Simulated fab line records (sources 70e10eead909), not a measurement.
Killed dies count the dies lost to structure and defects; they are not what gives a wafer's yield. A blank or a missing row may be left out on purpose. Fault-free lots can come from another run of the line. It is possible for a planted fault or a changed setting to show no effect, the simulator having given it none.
Which tool did it? | flow nand harc | 69 wafers from 23 lots sampled at 6 of the route's 1159 steps

WHAT EACH GAUGE READ, for each wafer
The record lacks any reading of a measuring or inspecting step that a usual standard deviation could be used to judge.

EACH LOT AND THE TOOL THAT RAN IT (in order: tool; ch and the chambers of the sampled wafers; start)
lot  | NHARC_A_STAIRCASE_ETCH_170                    | NHARC_A_STAIRCASE_TRIM_14                     | NHARC_A_STAIRCASE_TRIM_20          | NHARC_A_STAIRCASE_ETCH_21      | NHARC_A_STAIRCASE_TRIM_22      | NHARC_A_STAIRCASE_ETCH_190
L074 | rie diel-02 ch 0,1, day 11 07:50 or earlier   | rie diel-08 ch 0,2,3, day 11 07:50 or earlier | rie diel-08 ch 0,1,2, day 11 07:50 | rie diel-08 ch 0,1,2, no start | rie diel-08 ch 0,3, no start   | rie diel-02 ch 0,2, no start
L075 | rie diel-08 ch 1,2, day 11 07:58 or earlier   | rie diel-02 ch 0,1,3, day 11 07:58 or earlier | rie diel-02 ch 0,1,2, day 11 07:58 | rie diel-02 ch 0,1,3, no start | rie diel-02 ch 1,2,3, no start | rie diel-08 ch 0,2,3, no start
L078 | rie diel-05 ch 0,3, day 11 14:37 or earlier   | rie diel-02 ch 1,2,3, day 11 14:37 or earlier | rie diel-08 ch 0,1,3, day 11 14:37 | rie diel-08 ch 0,1,3, no start | rie diel-08 ch 0,1,3, no start | rie diel-08 ch 0,1,3, no start
L076 | rie diel-05 ch 1,2,3, day 11 14:40 or earlier | rie diel-08 ch 1,2,3, day 11 14:40 or earlier | rie diel-02 ch 0,2,3, day 11 14:40 | rie diel-02 ch 0,2,3, no start | rie diel-02 ch 0,1,2, no start | rie diel-05 ch 0,2,3, no start
L077 | rie diel-08 ch 0,3, day 11 19:31 or earlier   | rie diel-05 ch 0,1, day 11 19:31 or earlier   | rie diel-05 ch 0,3, day 11 19:31   | rie diel-05 ch 0,2,3, no start | rie diel-05 ch 0,1, no start   | rie diel-02 ch 0,1,2, no start
L079 | rie diel-08 ch 0,3, day 11 20:57 or earlier   | rie diel-02 ch 1,2,3, day 11 20:57 or earlier | rie diel-02 ch 0,1,2, day 11 20:57 | rie diel-02 ch 2,3, no start   | rie diel-02 ch 0,1, no start   | rie diel-02 ch 0,3, no start
L080 | rie diel-05 ch 1,2,3, day 12 00:53 or earlier | rie diel-08 ch 0,2, day 12 00:53 or earlier   | rie diel-08 ch 2,3, day 12 00:53   | rie diel-08 ch 0,2, no start   | rie diel-08 ch 0,1, no start   | rie diel-05 ch 0,2,3, no start
L081 | rie diel-05 ch 0,1,3, day 12 14:37 or earlier | rie diel-02 ch 0,1,3, day 12 14:37 or earlier | rie diel-02 ch 1,2, day 12 14:37   | rie diel-02 ch 2,3, no start   | rie diel-02 ch 1,2,3, no start | rie diel-05 ch 1,2, no start
L083 | rie diel-08 ch 0,1,2, day 13 03:22 or earlier | rie diel-02 ch 0,1,2, day 13 03:22 or earlier | rie diel-02 ch 0,1,2, day 13 03:22 | rie diel-02 ch 1,2,3, no start | rie diel-02 ch 0,1,2, no start | rie diel-08 ch 0,1,2, no start
L082 | rie diel-08 ch 0,1, day 13 04:03 or earlier   | rie diel-08 ch 0,1, day 13 04:03 or earlier   | rie diel-02 ch 0,1,2, day 13 04:03 | rie diel-02 ch 0,2,3, no start | rie diel-02 ch 1,2,3, no start | rie diel-08 ch 0,1,2, no start
L088 | rie diel-02 ch 0,1, day 13 22:39 or earlier   | rie diel-02 ch 1,2,3, day 13 22:39 or earlier | rie diel-05 ch 0,3, day 13 22:39   | rie diel-05 ch 0,2,3, no start | rie diel-05 ch 0,3, no start   | rie diel-05 ch 2,3, no start
L087 | rie diel-05 ch 2,3, day 13 21:19 or earlier   | rie diel-05 ch 0,1,2, day 13 21:19 or earlier | rie diel-05 ch 2,3, day 13 21:19   | rie diel-05 ch 1,2, no start   | rie diel-05 ch 0,2, no start   | rie diel-05 ch 1,2, no start
L085 | rie diel-05 ch 2,3, day 14 01:16 or earlier   | rie diel-02 ch 0,2,3, day 14 01:16 or earlier | rie diel-02 ch 0,1,2, day 14 01:16 | rie diel-02 ch 0,1, no start   | rie diel-02 ch 0,2,3, no start | rie diel-08 ch 2,3, no start
L086 | rie diel-05 ch 1,2, day 14 01:26 or earlier   | rie diel-08 ch 1,2,3, day 14 01:26 or earlier | rie diel-02 ch 0,1,3, day 14 01:26 | rie diel-02 ch 2,3, no start   | rie diel-02 ch 1,2,3, no start | rie diel-08 ch 0,1, no start
L089 | rie diel-02 ch 1,2, day 14 14:37 or earlier   | rie diel-08 ch 0,1,3, day 14 14:37 or earlier | rie diel-02 ch 0,1, day 14 14:37   | rie diel-02 ch 0,2,3, no start | rie diel-02 ch 0,1,2, no start | rie diel-05 ch 2,3, no start
L090 | rie diel-05 ch 1,2,3, day 14 20:28 or earlier | rie diel-05 ch 1,3, day 14 20:28 or earlier   | rie diel-08 ch 0,1, day 14 20:28   | rie diel-08 ch 0,2,3, no start | rie diel-08 ch 1,3, no start   | rie diel-05 ch 1,2,3, no start
L091 | rie diel-08 ch 0,1,3, day 14 20:59 or earlier | rie diel-05 ch 0,2,3, day 14 20:59 or earlier | rie diel-05 ch 0,3, day 14 20:59   | rie diel-05 ch 1,3, no start   | rie diel-05 ch 1,3, no start   | rie diel-05 ch 1,2,3, no start
L094 | rie diel-02 ch 0,1,2, day 15 11:39 or earlier | rie diel-02 ch 0,2,3, day 15 11:39 or earlier | rie diel-02 ch 0,2,3, day 15 11:39 | rie diel-02 ch 0,3, no start   | rie diel-02 ch 2,3, no start   | rie diel-05 ch 1,2, no start
L093 | rie diel-08 ch 0,1, day 15 14:26 or earlier   | rie diel-02 ch 1,2, day 15 14:26 or earlier   | rie diel-05 ch 0,1,2, day 15 14:26 | rie diel-05 ch 1,2, no start   | rie diel-05 ch 1,3, no start   | rie diel-02 ch 0,2, no start
L092 | rie diel-08 ch 1,3, day 15 14:56 or earlier   | rie diel-02 ch 1,3, day 15 14:56 or earlier   | rie diel-02 ch 0,1,3, day 15 14:56 | rie diel-02 ch 0,1,3, no start | rie diel-02 ch 0,1,2, no start | rie diel-02 ch 0,1, no start
L095 | rie diel-05 ch 1,2,3, day 16 00:25 or earlier | rie diel-05 ch 1,2,3, day 16 00:25 or earlier | rie diel-02 ch 0,1,3, day 16 00:25 | rie diel-02 ch 0,1,2, no start | rie diel-02 ch 2,3, no start   | rie diel-05 ch 0,1,3, no start
L096 | rie diel-05 ch 0,2,3, day 16 03:22 or earlier | rie diel-02 ch 1,2,3, day 16 03:22 or earlier | rie diel-08 ch 0,2,3, day 16 03:22 | rie diel-08 ch 0,2,3, no start | rie diel-08 ch 1,2,3, no start | rie diel-08 ch 1,2, no start
L097 | rie diel-02 ch 0,1, day 16 14:53 or earlier   | rie diel-05 ch 1,2, day 16 14:53 or earlier   | rie diel-02 ch 1,2,3, day 16 14:53 | rie diel-02 ch 0,3, no start   | rie diel-02 ch 2,3, no start   | rie diel-02 ch 0,2,3, no start
- NHARC_A_STAIRCASE_ETCH_170: etches the open film in C4F6/O2, target depth 200 nm, time 66.667 s.
- NHARC_A_STAIRCASE_TRIM_14: chemistry O2, time 211.2 s.
- NHARC_A_STAIRCASE_TRIM_20: chemistry O2, time 211.2 s.
- NHARC_A_STAIRCASE_ETCH_21: etches the open film in C4F8/O2, target depth 100 nm, time 40.5 s.
- NHARC_A_STAIRCASE_TRIM_22: chemistry O2, time 211.2 s.
- NHARC_A_STAIRCASE_ETCH_190: etches the open film in C4F8/O2, target depth 100 nm, time 40.5 s.

AS READ BY THE TOOLS THEMSELVES (means over the sampled wafers that have a number; for cases with no such wafer, the mark the record gives instead)
NHARC_A_STAIRCASE_ETCH_170. Usual: drypump motor current A 5.9 A, standard deviation 0.51; oes product au 0.970 a.u., standard deviation 0.018; rf vpp V 545 V, standard deviation 3.7; showerhead plenum p Torr 3.85 Torr, standard deviation 0.18; throttle valve pct 26.902 %, standard deviation 0.0099.
lot  | tool        | drypump motor current A (A) | oes product au (a.u.) | rf vpp V (V) | showerhead plenum p Torr (Torr) | throttle valve pct (%) | flag
L074 | rie diel-02 | 6.1                         | 0.988                 | 547          | 3.90                            | 26.899                 |
L075 | rie diel-08 | 6.3                         | 0.976                 | 542          | 3.69                            | 26.898                 |
L078 | rie diel-05 | 5.5                         | 0.984                 | 543          | 3.74                            | 26.901                 |
L076 | rie diel-05 | 5.7                         | 0.972                 | 547          | 3.94                            | 26.904                 |
L077 | rie diel-08 | 5.9                         | 0.997                 | 545          | 3.82                            | 26.901                 |
L079 | rie diel-08 | 5.9                         | 0.940                 | 543          | 3.76                            | 26.901                 |
L080 | rie diel-05 | 5.7                         | 0.996                 | 547          | 3.94                            | 26.900                 |
L081 | rie diel-05 | 5.6                         | 0.946                 | 545          | 3.77                            | 26.892                 |
L083 | rie diel-08 | 6.2                         | 0.959                 | 541          | 3.69                            | 26.901                 |
L082 | rie diel-08 | 6.3                         | 0.950                 | 543          | 3.71                            | 26.896                 |
L088 | rie diel-02 | 6.1                         | 0.956                 | 547          | 3.89                            | 26.904                 |
L087 | rie diel-05 | 5.8                         | 0.960                 | 550          | 4.07                            | 26.901                 |
L085 | rie diel-05 | 5.8                         | 0.982                 | 550          | 4.07                            | 26.899                 |
L086 | rie diel-05 | 6.3                         | 0.982                 | 549          | 4.06                            | 26.907                 |
L089 | rie diel-02 | 5.7                         | 0.980                 | 545          | 3.81                            | 26.898                 |
L090 | rie diel-05 | 5.7                         | 0.985                 | 547          | 3.93                            | 26.900                 |
L091 | rie diel-08 | 6.1                         | 0.965                 | 543          | 3.75                            | 26.910                 |
L094 | rie diel-02 | 5.9                         | 0.974                 | 547          | 3.85                            | 26.903                 |
L093 | rie diel-08 | 6.1                         | 0.984                 | 542          | 3.69                            | 26.897                 |
L092 | rie diel-08 | 6.2                         | 0.956                 | 544          | 3.80                            | 26.909                 |
L095 | rie diel-05 | 5.7                         | 0.985                 | 548          | 3.92                            | 26.900                 |
L096 | rie diel-05 | 5.6                         | 0.952                 | 546          | 3.89                            | 26.896                 |
L097 | rie diel-02 | 6.1                         | 0.970                 | 547          | 3.87                            | 26.895                 |

NHARC_A_STAIRCASE_TRIM_14. Usual: drypump motor current A 5.8 A, standard deviation 0.48; oes product au 1.004 a.u., standard deviation 0.011; rf vpp V 57.7 V, standard deviation 0.95; showerhead plenum p Torr 3.46 Torr, standard deviation 0.14; throttle valve pct 17.036 %, standard deviation 0.0093.
lot  | tool        | drypump motor current A (A) | oes product au (a.u.) | rf vpp V (V) | showerhead plenum p Torr (Torr) | throttle valve pct (%) | flag
L074 | rie diel-08 | 6.0                         | 1.018                 | 56.8         | 3.37                            | 17.039                 |
L075 | rie diel-02 | 5.6                         | 1.018                 | 59.0         | 3.55                            | 17.033                 |
L078 | rie diel-02 | 5.4                         | 1.010                 | 57.8         | 3.52                            | 17.040                 |
L076 | rie diel-08 | 6.2                         | 1.009                 | 58.1         | 3.37                            | 17.022                 |
L077 | rie diel-05 | 5.9                         | 0.997                 | 57.7         | 3.35                            | 17.035                 |
L079 | rie diel-02 | 5.4                         | 0.992                 | 58.5         | 3.52                            | 17.033                 |
L080 | rie diel-08 | 5.9                         | 1.012                 | 57.5         | 3.31                            | 17.031                 |
L081 | rie diel-02 | 5.6                         | 1.007                 | 57.5         | 3.55                            | 17.048                 |
L083 | rie diel-02 | 5.9                         | 1.005                 | 57.3         | 3.47                            | 17.042                 |
L082 | rie diel-08 | 6.3                         | 1.000                 | 58.0         | 3.33                            | 17.037                 |
L088 | rie diel-02 | 5.4                         | 0.999                 | 58.0         | 3.51                            | 17.036                 |
L087 | rie diel-05 | 6.1                         | 0.992                 | 58.0         | 3.50                            | 17.027                 |
L085 | rie diel-02 | 5.6                         | 1.003                 | 57.6         | 3.47                            | 17.036                 |
L086 | rie diel-08 | 6.2                         | 1.002                 | 57.8         | 3.54                            | 17.035                 |
L089 | rie diel-08 | 6.1                         | 1.006                 | 56.2         | 3.37                            | 17.034                 |
L090 | rie diel-05 | 5.6                         | 1.006                 | 57.8         | 3.40                            | 17.034                 |
L091 | rie diel-05 | 5.7                         | 1.004                 | 58.6         | 3.50                            | 17.032                 |
L094 | rie diel-02 | 5.6                         | 1.000                 | 57.1         | 3.47                            | 17.036                 |
L093 | rie diel-02 | 5.7                         | 0.994                 | 57.1         | 3.43                            | 17.029                 |
L092 | rie diel-02 | 5.4                         | 1.000                 | 57.4         | 3.57                            | 17.043                 |
L095 | rie diel-05 | 5.7                         | 1.013                 | 57.7         | 3.53                            | 17.034                 |
L096 | rie diel-02 | 5.4                         | 1.003                 | 57.9         | 3.50                            | 17.031                 |
L097 | rie diel-05 | 6.1                         | 1.018                 | 57.9         | 3.52                            | 17.045                 |

NHARC_A_STAIRCASE_TRIM_20. Usual: drypump motor current A 5.8 A, standard deviation 0.5; oes product au 1.002 a.u., standard deviation 0.01; rf vpp V 57.6 V, standard deviation 0.91; showerhead plenum p Torr 3.46 Torr, standard deviation 0.13; throttle valve pct 17.037 %, standard deviation 0.0097.
lot  | tool        | drypump motor current A (A) | oes product au (a.u.) | rf vpp V (V) | showerhead plenum p Torr (Torr) | throttle valve pct (%) | flag
L074 | rie diel-08 | 6.1                         | 1.002                 | 57.4         | 3.32                            | 17.031                 |
L075 | rie diel-02 | 5.9                         | 1.007                 | 57.9         | 3.48                            | 17.042                 |
L078 | rie diel-08 | 6.2                         | 1.007                 | 57.4         | 3.38                            | 17.039                 |
L076 | rie diel-02 | 5.6                         | 1.013                 | 57.7         | 3.48                            | 17.037                 |
L077 | rie diel-05 | 5.2                         | 1.001                 | 57.1         | 3.39                            | 17.035                 |
L079 | rie diel-02 | 5.9                         | 0.991                 | 57.8         | 3.47                            | 17.030                 |
L080 | rie diel-08 | 6.0                         | 1.011                 | 57.9         | 3.41                            | 17.029                 |
L081 | rie diel-02 | 5.7                         | 1.001                 | 57.2         | 3.51                            | 17.035                 |
L083 | rie diel-02 | 5.9                         | 0.993                 | 57.3         | 3.47                            | 17.031                 |
L082 | rie diel-02 | 5.9                         | 0.990                 | 58.5         | 3.47                            | 17.034                 |
L088 | rie diel-05 | 5.2                         | 0.997                 | 57.2         | 3.39                            | 17.035                 |
L087 | rie diel-05 | 5.3                         | 1.007                 | 57.7         | 3.55                            | 17.038                 |
L085 | rie diel-02 | 5.9                         | 0.996                 | 56.9         | 3.46                            | 17.030                 |
L086 | rie diel-02 | 5.6                         | 1.000                 | 59.0         | 3.54                            | 17.044                 |
L089 | rie diel-02 | 5.9                         | 1.005                 | 58.1         | 3.53                            | 17.029                 |
L090 | rie diel-08 | 6.1                         | 1.001                 | 57.6         | 3.31                            | 17.038                 |
L091 | rie diel-05 | 5.5                         | 0.989                 | 57.0         | 3.35                            | 17.047                 |
L094 | rie diel-02 | 5.6                         | 1.001                 | 57.2         | 3.47                            | 17.032                 |
L093 | rie diel-05 | 6.1                         | 1.010                 | 57.5         | 3.49                            | 17.034                 |
L092 | rie diel-02 | 5.6                         | 1.006                 | 57.1         | 3.53                            | 17.031                 |
L095 | rie diel-02 | 5.6                         | 1.004                 | 57.5         | 3.53                            | 17.043                 |
L096 | rie diel-08 | 6.0                         | 1.002                 | 57.7         | 3.52                            | 17.047                 |
L097 | rie diel-02 | 5.4                         | 1.005                 | 58.3         | 3.50                            | 17.032                 |

NHARC_A_STAIRCASE_ETCH_21. Usual: oes product au 0.950 a.u., standard deviation 0.017; rf vpp V 894 V, standard deviation 5.
lot  | tool        | oes product au (a.u.) | rf vpp V (V) | flag
L074 | rie diel-08 | 0.950                 | 888          |
L075 | rie diel-02 | 0.958                 | 898          |
L078 | rie diel-08 | 0.960                 | 890          |
L076 | rie diel-02 | 0.953                 | 894          |
L077 | rie diel-05 | 0.942                 | 896          |
L079 | rie diel-02 | 0.951                 | 896          |
L080 | rie diel-08 | 0.963                 | 888          |
L081 | rie diel-02 | 0.942                 | 896          |
L083 | rie diel-02 | 0.947                 | 895          |
L082 | rie diel-02 | 0.954                 | 894          |
L088 | rie diel-05 | 0.923                 | 896          |
L087 | rie diel-05 | 0.949                 | 900          |
L085 | rie diel-02 | 0.942                 | 895          |
L086 | rie diel-02 | 0.921                 | 893          |
L089 | rie diel-02 | 0.975                 | 893          |
L090 | rie diel-08 | 0.940                 | 897          |
L091 | rie diel-05 | 0.959                 | 892          |
L094 | rie diel-02 | 0.960                 | 896          |
L093 | rie diel-05 | 0.944                 | 900          |
L092 | rie diel-02 | 0.950                 | 895          |
L095 | rie diel-02 | 0.978                 | 894          |
L096 | rie diel-08 | 0.952                 | 896          |
L097 | rie diel-02 | 0.970                 | 896          |

NHARC_A_STAIRCASE_TRIM_22. Usual: drypump motor current A 5.8 A, standard deviation 0.52; oes product au 1.003 a.u., standard deviation 0.0091; rf vpp V 57.8 V, standard deviation 0.85; showerhead plenum p Torr 3.47 Torr, standard deviation 0.14; throttle valve pct 17.036 %, standard deviation 0.0087.
lot  | tool        | drypump motor current A (A) | oes product au (a.u.) | rf vpp V (V) | showerhead plenum p Torr (Torr) | throttle valve pct (%) | flag
L074 | rie diel-08 | 5.9                         | 1.009                 | 58.2         | 3.38                            | 17.029                 |
L075 | rie diel-02 | 5.4                         | 1.000                 | 58.5         | 3.52                            | 17.029                 |
L078 | rie diel-08 | 6.1                         | 1.002                 | 58.5         | 3.38                            | 17.037                 |
L076 | rie diel-02 | 5.9                         | 1.013                 | 58.0         | 3.47                            | 17.036                 |
L077 | rie diel-05 | 5.9                         | 0.994                 | 57.5         | 3.35                            | 17.044                 |
L079 | rie diel-02 | 6.1                         | 1.004                 | 58.2         | 3.51                            | 17.031                 |
L080 | rie diel-08 | 6.0                         | 1.009                 | 57.2         | 3.33                            | 17.034                 |
L081 | rie diel-02 | 5.4                         | 1.007                 | 58.5         | 3.52                            | 17.040                 |
L083 | rie diel-02 | 5.9                         | 1.006                 | 57.9         | 3.47                            | 17.041                 |
L082 | rie diel-02 | 5.4                         | 1.001                 | 57.5         | 3.51                            | 17.033                 |
L088 | rie diel-05 | 5.2                         | 0.990                 | 56.8         | 3.39                            | 17.033                 |
L087 | rie diel-05 | 6.0                         | 0.990                 | 57.4         | 3.47                            | 17.039                 |
L085 | rie diel-02 | 5.6                         | 1.002                 | 58.0         | 3.47                            | 17.035                 |
L086 | rie diel-02 | 5.4                         | 1.002                 | 57.5         | 3.51                            | 17.034                 |
L089 | rie diel-02 | 5.9                         | 0.995                 | 57.2         | 3.46                            | 17.029                 |
L090 | rie diel-08 | 6.3                         | 0.999                 | 57.5         | 3.37                            | 17.040                 |
L091 | rie diel-05 | 5.6                         | 1.008                 | 57.1         | 3.40                            | 17.036                 |
L094 | rie diel-02 | 5.2                         | 1.011                 | 58.2         | 3.51                            | 17.036                 |
L093 | rie diel-05 | 5.2                         | 1.016                 | 56.9         | 3.41                            | 17.040                 |
L092 | rie diel-02 | 5.9                         | 0.997                 | 57.8         | 3.46                            | 17.032                 |
L095 | rie diel-02 | 5.2                         | 1.010                 | 58.0         | 3.50                            | 17.030                 |
L096 | rie diel-08 | 6.2                         | 1.001                 | 58.4         | 3.52                            | 17.037                 |
L097 | rie diel-02 | 5.4                         | 1.011                 | 57.5         | 3.43                            | 17.034                 |

NHARC_A_STAIRCASE_ETCH_190. Usual: oes product au 0.943 a.u., standard deviation 0.011; rf vpp V 894 V, standard deviation 5.8.
lot  | tool        | oes product au (a.u.) | rf vpp V (V) | flag
L074 | rie diel-02 | 0.943                 | 893          |
L075 | rie diel-08 | 0.953                 | 890          |
L078 | rie diel-08 | 0.933                 | 891          |
L076 | rie diel-05 | 0.935                 | 896          |
L077 | rie diel-02 | 0.944                 | 894          |
L079 | rie diel-02 | 0.933                 | 895          |
L080 | rie diel-05 | 0.948                 | 896          |
L081 | rie diel-05 | 0.950                 | 900          |
L083 | rie diel-08 | 0.952                 | 888          |
L082 | rie diel-08 | 0.949                 | 887          |
L088 | rie diel-05 | 0.950                 | 901          |
L087 | rie diel-05 | 0.957                 | 900          |
L085 | rie diel-08 | 0.927                 | 898          |
L086 | rie diel-08 | 0.928                 | 889          |
L089 | rie diel-05 | 0.937                 | 897          |
L090 | rie diel-05 | 0.944                 | 896          |
L091 | rie diel-05 | 0.938                 | 897          |
L094 | rie diel-05 | 0.952                 | 896          |
L093 | rie diel-02 | 0.944                 | 892          |
L092 | rie diel-02 | 0.950                 | 895          |
L095 | rie diel-05 | 0.956                 | 891          |
L096 | rie diel-08 | 0.939                 | 900          |
L097 | rie diel-02 | 0.953                 | 893          |

THE ANSWER, worked out from the rows above alone
Rule: take the mean of a lot's wafers that have a number; if it is more than 3 standard deviations from the usual mean, the lot is off. A lot without any number at a reading at which 4 lots or more have one is off too. All remaining lots with rows at the step are treated as sound. Order of review: gauges by route order, followed by the tools' own readings, for which a lot's mean as printed above is used. At the first step where some lot is off, the reading lying furthest off is the one used; lots without a number count as furthest.
None of the lots is off at any reading shown; this tells nothing.

WHAT HAD BEEN PUT IN BY THE SIMULATOR
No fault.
